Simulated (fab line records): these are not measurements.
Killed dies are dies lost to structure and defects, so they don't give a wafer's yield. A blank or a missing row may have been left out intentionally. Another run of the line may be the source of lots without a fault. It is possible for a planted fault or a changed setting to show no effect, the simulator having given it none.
Chamber matching | flow n5-finfet | rie-diel-02 running N5_BEOL_M4_STRIP_36: 4 sister chambers
The step strips in N2/H2. 16 wafers are shown with their chamber, then 8 later ones without.

WAFERS, EACH WITH ITS CHAMBER
wafer  | chamber | drypump-motor-current-A (A) | showerhead-plenum-p-Torr (Torr) | oes-product-au (a.u.)
L075.1 | 3       | 6.10                        | 2.51                            | 0.70
L075.3 | 2       | 5.37                        | 2.51                            | 0.91
L075.5 | 2       | 5.36                        | 2.51                            | 0.91
L081.2 | 2       | 5.35                        | 2.50                            | 0.88
L081.3 | 1       | 5.57                        | 2.72                            | 0.92
L081.5 | 3       | 6.13                        | 2.50                            | 0.71
L083.2 | 1       | 5.57                        | 2.71                            | 0.92
L083.4 | 0       | 5.94                        | 2.59                            | 0.85
L083.6 | 3       | 6.11                        | 2.50                            | 0.69
L085.3 | 0       | 6.00                        | 2.59                            | 0.84
L085.4 | 3       | 6.10                        | 2.50                            | 0.70
L085.6 | 1       | 5.56                        | 2.71                            | 0.89
L087.1 | 0       | 5.96                        | 2.59                            | 0.84
L087.2 | 2       | 5.37                        | 2.50                            | 0.87
L087.3 | 3       | 6.10                        | 2.50                            | 0.69
L090.3 | 0       | 5.99                        | 2.58                            | 0.82

SIGNATURES (means of the wafers above)
reading                  | chamber 0 | chamber 1 | chamber 2 | chamber 3 | scatter within a chamber
drypump-motor-current-A  | 5.9725    | 5.5667    | 5.3625    | 6.1080    | 0.0166
showerhead-plenum-p-Torr | 2.5875    | 2.7133    | 2.5050    | 2.5020    | 0.00518
oes-product-au           | 0.8375    | 0.9100    | 0.8925    | 0.6980    | 0.0148
Rule: for each reading, subtract the chamber's mean from the wafer's reading, divide by that reading's scatter and square the result; add these up over the readings and take the root, which gives the wafer's distance from the chamber. If the next closest chamber is less than 2 further off than the closest, the wafer can't be placed; otherwise it belongs to the closest. The scatter is the square root of a quotient: the sum, over the shown wafers, of each reading's squared deviation from its chamber's mean, divided by wafers minus chambers.

WAFERS WITHOUT THEIR CHAMBER
wafer  | drypump-motor-current-A (A) | showerhead-plenum-p-Torr (Torr) | oes-product-au (a.u.)
L090.5 | 5.58                        | 2.71                            | 0.89
L090.6 | 5.37                        | 2.50                            | 0.87
L089.1 | 6.12                        | 2.49                            | 0.70
L089.2 | 5.96                        | 2.58                            | 0.82
L089.5 | 5.38                        | 2.50                            | 0.87
L093.1 | 5.57                        | 2.71                            | 0.88
L093.3 | 6.10                        | 2.49                            | 0.69
L093.4 | 5.36                        | 2.50                            | 0.85

WHICH CHAMBER EACH WENT THROUGH
wafer  | from the rows above | in truth
L090.5 | 1                   | 1
L090.6 | 2                   | 2
L089.1 | 3                   | 3
L089.2 | 0                   | 0
L089.5 | 2                   | 2
L093.1 | 1                   | 1
L093.3 | 3                   | 3
L093.4 | 2                   | 2
8 of 8 placed correctly. Can't be placed from these rows: 0. 0 placed wrongly.
